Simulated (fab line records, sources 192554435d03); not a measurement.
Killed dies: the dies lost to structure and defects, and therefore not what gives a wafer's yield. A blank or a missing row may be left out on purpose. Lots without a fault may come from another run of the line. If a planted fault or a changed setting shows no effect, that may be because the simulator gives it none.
Struck lot and sound lot, side by side | flow n5_finfet | 36 out of 1938 route steps
Sound: wafers L463.3, L463.4, L463.6. Wafers L475.1, L475.4, L475.5 were the ones struck. The cause is given at the end.
Order at every step that has rows: each side's tool, ch and its chambers, its first start. Under that, the readings that differ: sound wafers | struck wafers | difference of the means | sigmas: that difference in standard deviations of wafers without a fault.
alike: readings whose means differ by less than 2 such deviations, and words and numbers that are the same on both sides. not compared: withheld readings, readings that some wafer has no value for, bounds like >300 that may hide the same value, and numbers for which the record gives no deviation and whose values overlap.
A row with sigmas, a row that says differs or no value, or rows on one side alone: a step with any of these is where the two part. When numbers do not overlap yet have no deviation, they are printed without sigmas and do not part them. Lack of a reading on every wafer of one side parts them only where that side has two or more wafers.

first, 9 steps without rows for these wafers: N5_WELL_APT_COAT_19 (resist thk 950 nm); N5_WELL_APT_EBR_21; N5_WELL_APT_SOFTBAKE_20 (time 60 s); N5_WELL_APT_EXPOSE_22 (exposes mask PWELL, defocus 0 nm, target cd 200 nm); N5_WELL_APT_PEB_23 (peb time 90 s); N5_WELL_APT_DEVELOP_24 (develop time 45 s); N5_WELL_APT_HARDBAKE_29 (time 120 s); N5_WELL_APT_DESCUM_30 (chemistry O2, time 7.9 s); N5_WELL_APT_IMPLANT_31.
N5_WELL_APT_IMPLANT_32:
  sound on implanter-02 ch 0, day 1 15:20; struck on implanter-02 ch 0, day 4 15:33
  reading            | sound                            | struck                           | difference  | sigmas
  dose_ions_cm2      | 2.0001e+13 2.0001e+13 2.0003e+13 | 1.1701e+13 1.1738e+13 1.1738e+13 | -8.2760e+12 | -99 or more
  faraday_current_uA | 256 256 255                      | 145 151 148                      | -108        | -21
  alike: end_station_pressure_torr
then, 25 steps without rows for these wafers: N5_WELL_APT_STRIP_33 (strips in SPM, time 900 s); N5_WELL_APT_RTA_34 (time 10 s); N5_WELL_APT_OXIDE_STRIP_42 (strips SiO2 in dHF, time 45 s, target depth 12 nm); N5_WELL_APT_PRECLEAN_36 (cleans in O3/DIW, time 45 s); N5_WELL_APT_PRECLEAN_39 (cleans in dHF, time 60 s); N5_WELL_APT_SRD_37 (time 30 s); N5_WELL_APT_EPI_41 (deposits Si from SiH4/H2, target thk 50 nm, time 297.7 s); N5_PMOS_HMC_CHANNEL_EPI_HM_DEP_34 (deposits SiO2 from TEOS/O2, target thk 36 nm, time 6.9 s); N5_PMOS_HMC_CHANNEL_EPI_COAT_31 (time 60 s, resist thk 66 nm); N5_PMOS_HMC_CHANNEL_EPI_COAT_03 (resist thk 205 nm); N5_PMOS_HMC_CHANNEL_EPI_EBR_05; N5_PMOS_HMC_CHANNEL_EPI_SOFTBAKE_04 (time 60 s); N5_PMOS_HMC_CHANNEL_EPI_EXPOSE_06 (exposes mask PMOS HMC BLK, target cd 240 nm); N5_PMOS_HMC_CHANNEL_EPI_PEB_07 (peb time 60 s); N5_PMOS_HMC_CHANNEL_EPI_DEVELOP_08 (develop time 30 s); N5_PMOS_HMC_CHANNEL_EPI_DESCUM_14 (chemistry O2, time 7.9 s); N5_PMOS_HMC_CHANNEL_EPI_ETCH_32 (etches BARC in N2/H2, stops on SiO2, target depth 85.8 nm, time 50.3 s); N5_PMOS_HMC_CHANNEL_EPI_HM_OPEN_15 (chemistry CHF3/O2, target SiO2, target depth 40.6 nm, time 20.3 s); N5_PMOS_HMC_CHANNEL_EPI_STRIP_33 (strips in N2/H2); N5_PMOS_HMC_CHANNEL_EPI_STRIP_17 (strips in SPM, time 750 s); N5_PMOS_HMC_CHANNEL_EPI_ETCH_38 (etches SiO2 in CF4, target depth 1.5 nm); N5_PMOS_HMC_CHANNEL_EPI_FIN_RECESS_16 (chemistry HBr/Cl2, target Si, target depth 54 nm, time 18 s); N5_PMOS_HMC_CHANNEL_EPI_PRECLEAN_36 (cleans in O3/DIW, time 45 s); N5_PMOS_HMC_CHANNEL_EPI_PRECLEAN_18 (cleans in DHF, time 30 s); N5_PMOS_HMC_CHANNEL_EPI_SRD_19 (time 30 s).
-- a jump in the record: the struck wafers' starts before and after are 6 days apart (it breaks off in module PMOS_HMC_CHANNEL_EPI and resumes in module BEOL_M4, where the first step shown is number 1111 of the route) --
N5_BEOL_M4_RC_MEAS_101:
  sound on prober-02 ch 0, day 7 17:29; struck on prober-02 ch 0, day 10 22:09
  reading | sound          | struck         | difference | sigmas
  CJ_N    | 4.31 4.23 4.39 | 3.35 3.29 3.25 | -1.01      | -10
  alike: DIBL_N, DIBL_P, IOFF_N, IOFF_P, ION_N, ION_P, SS_N, SS_P, VT_N, VT_P

## WHERE THEY PART
First at N5_WELL_APT_IMPLANT_32; last, within this record, at N5_BEOL_M4_RC_MEAS_101.

WHY: whatever the simulator had introduced
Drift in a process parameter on implanter-02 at N5_WELL_APT_IMPLANT_32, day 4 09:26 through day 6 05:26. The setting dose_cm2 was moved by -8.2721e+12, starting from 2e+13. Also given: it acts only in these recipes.
